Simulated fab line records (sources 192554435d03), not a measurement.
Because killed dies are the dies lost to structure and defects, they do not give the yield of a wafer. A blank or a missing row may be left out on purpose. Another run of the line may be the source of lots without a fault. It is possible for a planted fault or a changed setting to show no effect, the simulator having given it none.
Matching of chambers || flow n5Finfet || N5_BEOL_M10_CURE_72 on uvCure-02 has 3 sister chambers
The step cures SiCOH lowk, time 120 s. 3 wafers are shown with their chamber, then 9 later ones without.

## WAFERS PAIRED WITH THEIR CHAMBERS
{"wafer": "L081.6", "chamber": 1, "wafer_temp_C_max": 370.6}
{"wafer": "L087.6", "chamber": 2, "wafer_temp_C_max": 372.1}
{"wafer": "L094.5", "chamber": 0, "wafer_temp_C_max": 370.8}

## WAFERS WHOSE CHAMBER IS MISSING
{"wafer": "L095.3", "wafer_temp_C_max": 371.0}
{"wafer": "L095.4", "wafer_temp_C_max": 370.8}
{"wafer": "L095.5", "wafer_temp_C_max": 370.8}
{"wafer": "L096.3", "wafer_temp_C_max": 372.5}
{"wafer": "L096.5", "wafer_temp_C_max": 371.8}
{"wafer": "L096.6", "wafer_temp_C_max": 371.3}
{"wafer": "L097.1", "wafer_temp_C_max": 370.9}
{"wafer": "L097.3", "wafer_temp_C_max": 370.6}
{"wafer": "L097.5", "wafer_temp_C_max": 370.8}

## THE CHAMBER EACH PASSED THROUGH
{"wafer": "L095.3", "from the rows above": "can't be placed: 0 or 1", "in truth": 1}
{"wafer": "L095.4", "from the rows above": "can't be placed: 0 or 1", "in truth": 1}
{"wafer": "L095.5", "from the rows above": "can't be placed: 0 or 1", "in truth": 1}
{"wafer": "L096.3", "from the rows above": 2, "in truth": 2}
{"wafer": "L096.5", "from the rows above": 2, "in truth": 2}
{"wafer": "L096.6", "from the rows above": "can't be placed: 0 or 1 or 2", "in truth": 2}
{"wafer": "L097.1", "from the rows above": "can't be placed: 0 or 1", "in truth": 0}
{"wafer": "L097.3", "from the rows above": "can't be placed: 1 or 0", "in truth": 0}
{"wafer": "L097.5", "from the rows above": "can't be placed: 0 or 1", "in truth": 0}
Correct placement for 2 of the 9. Unplaceable from these rows: 7, with the true chamber sitting among the candidates in 7. Number placed wrongly: 0.
How it was worked out, from the rows above alone: a wafer's distance from a chamber is the root of the sum, over the readings, of the square of ((its reading less the chamber's mean) divided by the reading's scatter). The wafer belongs to the nearest chamber; if the next one is less than 2 further off, it can't be placed. The mean given for a chamber averages the wafers shown for that chamber. The scatter (one wafer shown for each chamber): square how far every hidden wafer sits from the nearest shown wafer, average those squares and take the square root.
